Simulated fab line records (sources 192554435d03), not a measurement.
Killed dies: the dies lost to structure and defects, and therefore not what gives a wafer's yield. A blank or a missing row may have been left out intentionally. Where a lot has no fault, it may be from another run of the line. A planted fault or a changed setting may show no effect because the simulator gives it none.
fab line records :: flow n5Finfet
[record]
  lots = 3
  wafers = 9
  lastDay = 15
route steps=1938 shown BEOL_M8@1332 PASSIVATION@1936
lots with no fault: from the same line, run without faults
startH: the number of hours between the record's first day and the start of the first shown wafer of the lot :: waitH: hours elapsed since this lot's preceding step :: " repeats the value in the row above :: L1.1+2: a single row standing in for several wafers :: - no value present, or no start provided :: * or withheld: withheld :: < > ~ a bound
route shown NAME@n: a module of which the file shows steps, and the number in the route of the first :: usual: mean/standard deviation of fault-free wafers :: same: alike in all rows :: chamber/n: place in a boat :: sites: readings site by site :: _std_site: the values' standard deviation :: _edge_site: inner sites' mean taken away from outer sites' mean :: radiusMm: for every site, how far away it sits from the centre of the wafer :: mask NAME#n: copy n :: behind: tool/chamber where the wafer was last shaped :: hold: reason for holding the lot/hours on hold/outcome of the hold :: device: the transistor (n, p or np) that didn't switch :: end of line: tests run on the same wafers once the route is complete :: a step without rows: its recipe alone :: killed: not the wafer's yield, but the dies lost to structure and defects at the first sort :: map: a wafer's dies, marking killed ones x, the rest . and places with no die _
set.NAME: the setting the step ran with; set.NAME@STEP: the setting that earlier step ran with :: model.NAME: the simulator's own value behind a step, which no gauge read
lots at some steps of the route; a table a step, a row a wafer
services: when a tool's chamber went out of use (startH, in hours from the record's first day, below 0 if earlier), for how many hours, and the reason
[[steps]]
[step N5_BEOL_M8_ILD_DEP_00]
[recipe]
  material = SiCOH_lowk
  targetThkA = 1797.5
  tempC = 300
  precursor = DEMS/porogen
  pressureTorr = 5
  rfW = 500
  timeS = 33.4
[step N5_BEOL_M8_CURE_74]
[recipe]
  tempC = 385
  timeS = 240
  ambient = He/Ar
  material = SiCOH_lowk
[step N5_BEOL_M8_PECVD_70]
[recipe]
  material = SiO2
  targetThkA = 200
  tempC = 400
  precursor = TEOS/O2
  pressureTorr = 5.5
  rfW = 450
  teosFlowSccm = 53.8
  gas = O2
  flowSccm = 3000
  timeS = 22.7
[step N5_BEOL_M8_HM_DEP_02]
[recipe]
  material = TiN
  targetThkA = 200
  tempC = 25
  chamberPressurePa = 0.49996
[step N5_BEOL_M8_COAT_59]
[recipe]
  resist = SOC
  tempC = 250
  timeS = 60
  spinRpm = 1500
  resistThkNm = 100
[step N5_BEOL_M8_COAT_60]
[recipe]
  resist = SiARC
  tempC = 220
  timeS = 60
  spinRpm = 1500
  resistThkNm = 35
[step N5_BEOL_M8_COAT_05]
[recipe]
  resist = CAR-ArF
  spinRpm = 1500
  resistThkNm = 90
[step N5_BEOL_M8_EBR_07]
[recipe]
  solvent = PGMEA
  ebrWidthMm = 1.5
[step N5_BEOL_M8_SOFTBAKE_06]
[recipe]
  tempC = 110
  timeS = 60
  resist = CAR-ArF
[step N5_BEOL_M8_EXPOSE_08]
[recipe]
  maskId = M8
  na = 1.35
  sourceShape = dipole
  sigmaInner = 0.817
  sigmaOuter = 0.97
  polarization = te
  doseMj = 68.25
lot.wafer: L136.1+2+6
tool: arfiScanner-03
chamber: 0
startH: 276.35
waitH: -
mask: M8#0

lot.wafer: L139.1+3+4
tool: arfiScanner-03
chamber: 0
startH: 289.93
waitH: -
mask: M8#0

lot.wafer: L137.2+4+6
tool: arfiScanner-02
chamber: 0
startH: 290.10
waitH: -
mask: M8#0
[step N5_BEOL_M8_PEB_09]
[recipe]
  pebTempC = withheld
  pebTimeS = 60
  resist = CAR-ArF
[step N5_BEOL_M8_DEVELOP_10]
[recipe]
  developTimeS = 30
  developer = TMAH
  resist = CAR-ArF
  rinseLiquid = diw
  dry = airSpin
  devTempC = 23
[step N5_BEOL_M8_CD_MEAS_11]
[recipe]
  targetCdNm = 38.5
  landingEnergyEv = 500
  detector = seInlens
  polarity = opening
[usual]
  cdNm = 38.4/0.51
lot.wafer: L136.1
tool: cdSem-01
chamber: 0
startH: 276.48
waitH: -
cdNm: 38.0

lot.wafer: L136.2
tool: cdSem-01
chamber: 0
startH: 276.48
waitH: -
cdNm: 38.2

lot.wafer: L136.6
tool: cdSem-01
chamber: 0
startH: 276.48
waitH: -
cdNm: 38.2

lot.wafer: L139.1
tool: cdSem-01
chamber: 0
startH: 290.05
waitH: -
cdNm: 36.3

lot.wafer: L139.3
tool: cdSem-01
chamber: 0
startH: 290.05
waitH: -
cdNm: 38.9

lot.wafer: L139.4
tool: cdSem-01
chamber: 0
startH: 290.05
waitH: -
cdNm: 38.3

lot.wafer: L137.2
tool: cdSem-03
chamber: 0
startH: 290.22
waitH: -
cdNm: 38.2

lot.wafer: L137.4
tool: cdSem-03
chamber: 0
startH: 290.22
waitH: -
cdNm: 38.2

lot.wafer: L137.6
tool: cdSem-03
chamber: 0
startH: 290.22
waitH: -
cdNm: 37.9
[step N5_BEOL_M8_DESCUM_16]
[recipe]
  chemistry = O2
  timeS = 7.9
  sourcePowerW = 50
  biasPowerW = 20
  pressureMtorr = 20
  rfFrequencyHz = 2.712e+07
  tempC = 40
  resist = CAR-ArF
  o2FlowSccm = 225
[step N5_BEOL_M8_ETCH_61]
[recipe]
  chemistry = CF4
  target = SiARC
  targetDepthA = 455
  maskMaterial = CAR-ArF
  timeS = 75.8
  ionEnergyEv = 80
  pressureMtorr = 40
  sourceW = 545
  biasW = 36
  Ar_flow_sccm = 100
  cf4FlowSccm = 100
  ends = cleared
[usual]
  drypumpMotorCurrentA = 5.7/0.49
  etchRfOnTimeS = 75.3/1.4
  oesProductAu = 0.65/0.059
  rfVppV = 184.3/1
  showerheadPlenumPTorr = 2.16/0.04
  throttleValvePct = 15.72/0.27
lot.wafer: L136.1
tool: rieDiel-02
chamber: 1
startH: 276.73
waitH: 0.0
drypumpMotorCurrentA: 6.3
etchRfOnTimeS: 74.0
oesProductAu: 0.85
rfHoursCounterH: 2
rfVppV: 182.8
showerheadPlenumPTorr: 2.10
throttleValvePct: 15.03
model.BEOL_M8.cdOffsetNm: -0.8

lot.wafer: L136.2
tool: rieDiel-02
chamber: 0
startH: 276.73
waitH: 0.0
drypumpMotorCurrentA: 6.5
etchRfOnTimeS: 74.9
oesProductAu: 0.70
rfHoursCounterH: 93
rfVppV: 184.9
showerheadPlenumPTorr: 2.24
throttleValvePct: 15.62
model.BEOL_M8.cdOffsetNm: -0.2

lot.wafer: L136.6
tool: rieDiel-02
chamber: 2
startH: 276.73
waitH: 0.0
drypumpMotorCurrentA: 5.1
etchRfOnTimeS: 77.1
oesProductAu: 0.59
rfHoursCounterH: -
rfVppV: 182.2
showerheadPlenumPTorr: 2.13
throttleValvePct: 16.11
model.BEOL_M8.cdOffsetNm: -0.6

lot.wafer: L139.1
tool: rieDiel-05
chamber: 0
startH: 290.31
waitH: 0.0
drypumpMotorCurrentA: 5.5
etchRfOnTimeS: 72.5
oesProductAu: 0.65
rfHoursCounterH: 160
rfVppV: 184.0
showerheadPlenumPTorr: 2.14
throttleValvePct: 15.95
model.BEOL_M8.cdOffsetNm: -1.6

lot.wafer: L139.3
tool: rieDiel-05
chamber: 3
startH: 290.31
waitH: 0.0
drypumpMotorCurrentA: 5.5
etchRfOnTimeS: 74.9
oesProductAu: 0.67
rfHoursCounterH: 130
rfVppV: 184.0
showerheadPlenumPTorr: 2.23
throttleValvePct: 15.46
model.BEOL_M8.cdOffsetNm: 0.2

lot.wafer: L139.4
tool: rieDiel-05
chamber: 2
startH: 290.31
waitH: 0.0
drypumpMotorCurrentA: 4.9
etchRfOnTimeS: 75.6
oesProductAu: 0.60
rfHoursCounterH: 226
rfVppV: 183.7
showerheadPlenumPTorr: 2.20
throttleValvePct: 15.49
model.BEOL_M8.cdOffsetNm: 0

lot.wafer: L137.2
tool: rieDiel-02
chamber: 1
startH: 290.34
waitH: 0.0
drypumpMotorCurrentA: 6.3
etchRfOnTimeS: 74.1
oesProductAu: 0.82
rfHoursCounterH: 7
rfVppV: 182.9
showerheadPlenumPTorr: 2.10
throttleValvePct: 15.04
model.BEOL_M8.cdOffsetNm: -0.6

lot.wafer: L137.4
tool: rieDiel-02
chamber: 2
startH: 290.34
waitH: 0.0
drypumpMotorCurrentA: 5.1
etchRfOnTimeS: 77.5
oesProductAu: 0.59
rfHoursCounterH: 223
rfVppV: 184.4
showerheadPlenumPTorr: 2.13
throttleValvePct: 16.13
model.BEOL_M8.cdOffsetNm: -0.4

lot.wafer: L137.6
tool: rieDiel-02
chamber: 0
startH: 290.34
waitH: 0.0
drypumpMotorCurrentA: 6.5
etchRfOnTimeS: 75.0
oesProductAu: 0.70
rfHoursCounterH: -
rfVppV: 185.1
showerheadPlenumPTorr: 2.23
throttleValvePct: 15.63
model.BEOL_M8.cdOffsetNm: -0.4
[step N5_BEOL_M8_ETCH_62]
[recipe]
  chemistry = N2/H2
  target = SOC
  targetDepthA = 1100
  overetchA = 220
  maskMaterial = SiARC
  tempC = 40
  timeS = 165
  ionEnergyEv = 200
  pressureMtorr = 30
  sourceW = 840
  biasW = 150
  n2FlowSccm = 200
  h2FlowSccm = 200
[step N5_BEOL_M8_STRIP_68]
[recipe]
  chemistry = N2/H2
  tempC = 40
  n2FlowSccm = 200
  h2FlowSccm = 200
  rfFrequencyHz = 6e+07
[step N5_BEOL_M8_STRIP_67]
[recipe]
  chemistry = CF4
  resist = SiARC
  powerW = 300
  biasPowerW = 75
  pressureMtorr = 50
  cf4FlowSccm = 150
  rfFrequencyHz = 6e+07
[step N5_BEOL_M8_HM_OPEN_17]
[recipe]
  chemistry = Cl2/BCl3
  targetDepthA = 200
  overetchA = 60
  target = TiN
  maskMaterial = SOC
  ionEnergyEv = 150
  pressureMtorr = 10
  icpW = 1000
  biasW = 126
  Cl2_flow_sccm = 53.25
  bcl3FlowSccm = 21.75
  Ar_flow_sccm = 25
[usual]
  bcl3FlowSccm = 21.75/0.072
  drypumpMotorCurrentA = 6.0/0.46
  oesProductAu = 0.68/0.034
  throttleValvePct = 22.14/0.19
lot.wafer: L136.1
tool: rieMetal-02
chamber: 0
startH: 276.97
waitH: 0.0
bcl3FlowSccm: 21.81
drypumpMotorCurrentA: 6.4
oesProductAu: 0.64
rfHoursCounterH: 50
throttleValvePct: 21.92
model.BEOL_M8.cdOffsetNm: -0.4

lot.wafer: L136.2
tool: rieMetal-02
chamber: 1
startH: 276.97
waitH: 0.0
bcl3FlowSccm: 21.67
drypumpMotorCurrentA: 5.2
oesProductAu: 0.68
rfHoursCounterH: 34
throttleValvePct: 22.14
model.BEOL_M8.cdOffsetNm: 0

lot.wafer: L136.6
tool: rieMetal-02
chamber: 0
startH: 276.97
waitH: 0.0
bcl3FlowSccm: 21.77
drypumpMotorCurrentA: 6.3
oesProductAu: 0.64
rfHoursCounterH: -
throttleValvePct: 21.93
model.BEOL_M8.cdOffsetNm: -0.6

lot.wafer: L139.1
tool: rieMetal-03
chamber: 1
startH: 290.55
waitH: 0.0
bcl3FlowSccm: 21.67
drypumpMotorCurrentA: 6.1
oesProductAu: 0.73
rfHoursCounterH: 13
throttleValvePct: 22.52
model.BEOL_M8.cdOffsetNm: -1.6

lot.wafer: L139.3
tool: rieMetal-03
chamber: 1
startH: 290.55
waitH: 0.0
bcl3FlowSccm: 21.74
drypumpMotorCurrentA: 6.1
oesProductAu: 0.73
rfHoursCounterH: -
throttleValvePct: 22.54
model.BEOL_M8.cdOffsetNm: 0

lot.wafer: L139.4
tool: rieMetal-03
chamber: 0
startH: 290.55
waitH: 0.0
bcl3FlowSccm: 21.72
drypumpMotorCurrentA: 6.5
oesProductAu: 0.68
rfHoursCounterH: -
throttleValvePct: 22.07
model.BEOL_M8.cdOffsetNm: 0

lot.wafer: L137.2
tool: rieMetal-02
chamber: 0
startH: 290.59
waitH: 0.0
bcl3FlowSccm: 21.80
drypumpMotorCurrentA: 6.3
oesProductAu: 0.63
rfHoursCounterH: 50
throttleValvePct: 21.92
model.BEOL_M8.cdOffsetNm: 0

lot.wafer: L137.4
tool: rieMetal-02
chamber: 0
startH: 290.59
waitH: 0.0
bcl3FlowSccm: 21.70
drypumpMotorCurrentA: 6.4
oesProductAu: 0.64
rfHoursCounterH: -
throttleValvePct: 21.92
model.BEOL_M8.cdOffsetNm: -0.4

lot.wafer: L137.6
tool: rieMetal-02
chamber: 1
startH: 290.59
waitH: 0.0
bcl3FlowSccm: 21.62
drypumpMotorCurrentA: 5.2
oesProductAu: 0.69
rfHoursCounterH: -
throttleValvePct: 22.14
model.BEOL_M8.cdOffsetNm: -0.2
[step N5_BEOL_M8_STRIP_19]
[recipe]
  chemistry = O2
  powerW = 400
  tempC = 40
  pressureMtorr = 30
  rfFrequencyHz = 6e+07
  biasPowerW = 0
  overashFraction = 0.2
  o2FlowSccm = 225
[step N5_BEOL_M8_COAT_63]
[recipe]
  resist = SOC
  tempC = 250
  timeS = 60
  spinRpm = 1500
  resistThkNm = 60
[step N5_BEOL_M8_COAT_64]
[recipe]
  resist = SiARC
  tempC = 220
  timeS = 60
  spinRpm = 1500
  resistThkNm = 12
[step N5_BEOL_M8_COAT_71]
[recipe]
  resist = underlayer
  tempC = 205
  timeS = 60
  spinRpm = 1500
  resistThkNm = 5
[step N5_BEOL_M8_COAT_22]
[recipe]
  resist = CAR-EUV
  spinRpm = 1500
  resistThkNm = 30
[step N5_BEOL_M8_EBR_24]
[recipe]
  solvent = PGMEA
  ebrWidthMm = 1.5
[step N5_BEOL_M8_SOFTBAKE_23]
[recipe]
  tempC = 110
  timeS = 60
  resist = CAR-EUV
[step N5_BEOL_M8_EXPOSE_25]
[recipe]
  maskId = V7
  na = 0.33
  sourceShape = annular
  sigmaInner = 0.4
  sigmaOuter = 0.8
  polarization = unpolarized
  targetCdNm = 40
  doseMj = 42.5
[step N5_BEOL_M8_PEB_26]
[recipe]
  pebTempC = 100
  pebTimeS = 60
  resist = CAR-EUV
[step N5_BEOL_M8_DEVELOP_27]
[recipe]
  developTimeS = 30
  developer = TMAH
  resist = CAR-EUV
  rinseLiquid = surfactantRinse
  dry = airSpin
  devTempC = 23
[step N5_BEOL_M8_DESCUM_33]
[recipe]
  chemistry = O2
  timeS = 7
  sourcePowerW = 50
  biasPowerW = 20
  pressureMtorr = 20
  rfFrequencyHz = 2.712e+07
  tempC = 40
  resist = CAR-EUV
  o2FlowSccm = 225
[step N5_BEOL_M8_ETCH_72]
[recipe]
  chemistry = N2/H2
  target = underlayer
  targetDepthA = 65
  maskMaterial = CAR-EUV
  timeS = 5.2
  ionEnergyEv = 200
  pressureMtorr = 30
  sourceW = 840
  biasW = 150
  n2FlowSccm = 200
  h2FlowSccm = 200
  ends = cleared
[step N5_BEOL_M8_ETCH_65]
[recipe]
  chemistry = CF4
  target = SiARC
  targetDepthA = 156
  maskMaterial = CAR-EUV
  timeS = 26
  ionEnergyEv = 80
  pressureMtorr = 40
  sourceW = 545
  biasW = 36
  Ar_flow_sccm = 100
  cf4FlowSccm = 100
  ends = cleared
[step N5_BEOL_M8_ETCH_66]
[recipe]
  chemistry = N2/H2
  target = SOC
  targetDepthA = 800
  overetchA = 160
  maskMaterial = SiARC
  tempC = 40
  timeS = 120
  ionEnergyEv = 200
  pressureMtorr = 30
  sourceW = 840
  biasW = 150
  n2FlowSccm = 200
  h2FlowSccm = 200
[step N5_BEOL_M8_CD_MEAS_35]
[recipe]
  targetCdNm = 40
  polarity = opening
[usual]
  cdNm = 40.0/0.56
lot.wafer: L136.1
tool: cdSem-01
chamber: -
startH: 278.33
waitH: 0.0
cdNm: 39.6

lot.wafer: L136.2
tool: cdSem-01
chamber: -
startH: 278.33
waitH: 0.0
cdNm: 40.0

lot.wafer: L136.6
tool: cdSem-01
chamber: -
startH: 278.33
waitH: 0.0
cdNm: 39.3

lot.wafer: L139.1
tool: cdSem-02
chamber: -
startH: 291.83
waitH: 0.0
cdNm: 38.0

lot.wafer: L139.3
tool: cdSem-02
chamber: -
startH: 291.83
waitH: 0.0
cdNm: 39.9

lot.wafer: L139.4
tool: cdSem-02
chamber: -
startH: 291.83
waitH: 0.0
cdNm: 40.0

lot.wafer: L137.2
tool: cdSem-02
chamber: -
startH: 291.93
waitH: 0.0
cdNm: 39.9

lot.wafer: L137.4
tool: cdSem-02
chamber: -
startH: 291.93
waitH: 0.0
cdNm: 39.9

lot.wafer: L137.6
tool: cdSem-02
chamber: -
startH: 291.93
waitH: 0.0
cdNm: 39.9
[step N5_PASSIVATION_PROBE_49]
[usual]
  defectLimitedYield = 90.9/1.5
  killed_at_M0_to_M3 = 36/9.9
  killed_at_M4_up = 13/4.5
  killedAtContacts = 13/6.4
  killedAtFrontEnd = 42/12
  killedAtOther = 3.4/3
  killedDies = 107/18
  killedOnRim = 14/4.3
  killedOpen = 69/13
  killedShort = 35/8.2
  sort_bin_5_function = 5.3/1.1
  sort_bin_6_memory = 3.4/0.69
  sortNPass = 1073/18
  sortYieldPct = 90.9/1.5
[same]
  grossDies = 1180
  killedAtBackSide = 0
  sort_bin_4_leakage[%] = 0
  sort_bin_8_speed[%] = 0
lot.wafer: L137.2
tool: prober-01
chamber: -
startH: 352.13
waitH: 0.1
defectLimitedYield[%]: 91.9
killed_at_M0_to_M3: 35
killed_at_M4_up: 14
killedAtContacts: 10
killedAtFrontEnd: 31
killedAtOther: 5
killedDies: 95
killedOnRim: 13
killedOpen: 69
killedShort: 25
sort_bin_5_function[%]: 5.1
sort_bin_6_memory[%]: 2.7
sortNPass: 1085
sortYieldPct[%]: 91.9

lot.wafer: L137.4
tool: prober-01
chamber: -
startH: 352.23
waitH: 0.2
defectLimitedYield[%]: 90.0
killed_at_M0_to_M3: 54
killed_at_M4_up: 13
killedAtContacts: 11
killedAtFrontEnd: 39
killedAtOther: 1
killedDies: 118
killedOnRim: 10
killedOpen: 69
killedShort: 47
sort_bin_5_function[%]: 6.2
sort_bin_6_memory[%]: 3.2
sortNPass: 1062
sortYieldPct[%]: 90.0

lot.wafer: L137.6
tool: prober-01
chamber: -
startH: 352.33
waitH: 0.3
defectLimitedYield[%]: 92.7
killed_at_M0_to_M3: 25
killed_at_M4_up: 9
killedAtContacts: 8
killedAtFrontEnd: 41
killedAtOther: 3
killedDies: 86
killedOnRim: 11
killedOpen: 59
killedShort: 26
sort_bin_5_function[%]: 3.8
sort_bin_6_memory[%]: 3.2
sortNPass: 1094
sortYieldPct[%]: 92.7
// killed by level:class
L137.2 MOL_CONTACT_COAG:geometricParticle:open=10 BEOL_M0_SAQP:geometricParticle:open=9 BEOL_M4:geometricParticle:open=8 BEOL_M2:geometricParticle:open=7 STI_FIN_REVEAL:geometricParticle:open=6 FIN_SAQP:geometricParticle:short=5 BEOL_M1:geometricParticle:open=5 BEOL_M3:geometricParticle:open=4
L137.4 BEOL_M0_SAQP:geometricParticle:short=20 BEOL_M0_SAQP:geometricParticle:open=14 GATE_CUT:geometricParticle:short=11 BEOL_M1:geometricParticle:open=10 STI_FIN_REVEAL:geometricParticle:open=7 MOL_CONTACT_COAG:geometricParticle:open=7 BEOL_M2:geometricParticle:open=6 FIN_SAQP:geometricParticle:open=5
L137.6 STI_FIN_REVEAL:geometricParticle:open=18 BEOL_M0_SAQP:geometricParticle:short=9 MOL_CONTACT_COAG:geometricParticle:open=7 BEOL_M0_SAQP:geometricParticle:open=6 STI_FIN_REVEAL:geometricParticle:short=4 DUMMY_GATE:geometricParticle:open=4 GATE_CUT:geometricParticle:short=4 BEOL_M1:geometricParticle:open=4
[[services]]
tool: arfiScanner-02
chamber: -
startH: 252.80
hours: 10.6
kind: repair

tool: arfiScanner-03
chamber: -
startH: 264.46
hours: 1.0
kind: pm

tool: arfiScanner-02
chamber: -
startH: 272.26
hours: 0.8
kind: pm

tool: arfiScanner-02
chamber: -
startH: 274.05
hours: 1.3
kind: pm

tool: arfiScanner-02
chamber: 0
startH: 276.09
hours: -
kind: calibration

tool: arfiScanner-02
chamber: -
startH: 278.72
hours: 1.0
kind: pm
[[key]]
[firstSign]
  step = N5_BEOL_M8_CD_MEAS_11
  reading = cdNm
  direction = down
  sigmas = 4.1
  usual = 38.4
  struck = 36.3
[effect]
  step = N5_BEOL_M8_CD_MEAS_35
  reading = cdNm
  direction = down
  sigmas = 3.6
  usual = 40.0
  struck = 38.0
[modelEffect]
  step = N5_BEOL_M8_ETCH_61
  value = BEOL_M8.cdOffsetNm
  without = 0
  struck = -1.6
[modelEffect]
  step = N5_BEOL_M8_HM_OPEN_17
  value = BEOL_M8.cdOffsetNm
  without = 0
  struck = -1.6
metAt N5_BEOL_M8_EXPOSE_08
struckWafers L139.1
onsetBetween 276.35 289.93
[fault]
  kind = processParameterDrift
  tool = arfiScanner-03
  chamber = -
  onsetH = 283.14
  steps = N5_BEOL_M8_EXPOSE_08
  channel = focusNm
  offset = 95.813
  shape = step
  endH = 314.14
  scope = struckWafersOnly
